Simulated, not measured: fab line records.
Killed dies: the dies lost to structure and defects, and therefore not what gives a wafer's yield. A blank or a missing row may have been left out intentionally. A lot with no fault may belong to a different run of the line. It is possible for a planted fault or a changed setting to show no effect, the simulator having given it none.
Matching of chambers	flow nand harc	NHARC_P_M0_ETCH_15 on rie diel-12 has 4 sister chambers
The step etches the open film in C4F8/Ar, target depth 150 nm, overetch 15 nm, time 82.5 s. 4 wafers are shown with their chamber, then 7 later ones without.

WAFERS PAIRED WITH THEIR CHAMBERS
wafer	chamber	rf vpp V (V)
L484.5	1	443.9
L487.5	0	440.3
L489.2	3	444.3
L489.3	2	435.7

WAFERS WITHOUT THEIR CHAMBER
wafer	rf vpp V (V)
L489.5	444.7
L502.1	435.7
L502.2	444.9
L502.3	439.7
L503.3	441.2
L503.5	439.4
L503.6	445.1

WHICH CHAMBER EACH WENT THROUGH
wafer	from the rows above	in truth
L489.5	can't be placed: 3 or 1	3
L502.1	2	2
L502.2	can't be placed: 3 or 1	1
L502.3	0	0
L503.3	0	0
L503.5	0	0
L503.6	can't be placed: 3 or 1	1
Correctly placed: 4 of 7. Cannot be placed on the basis of these rows: 3; the candidates contain the true chamber in 3. Placed wrongly: 0.
How it was worked out, from the rows above alone: a wafer's distance from a chamber is the root of the sum, over the readings, of the square of ((its reading less the chamber's mean) divided by the reading's scatter). The wafer belongs to the nearest chamber; if the next one is less than 2 further off, it can't be placed. The mean given for a chamber averages the wafers shown for that chamber. The scatter (one wafer shown for each chamber): square how far every hidden wafer sits from the nearest shown wafer, average those squares and take the square root.
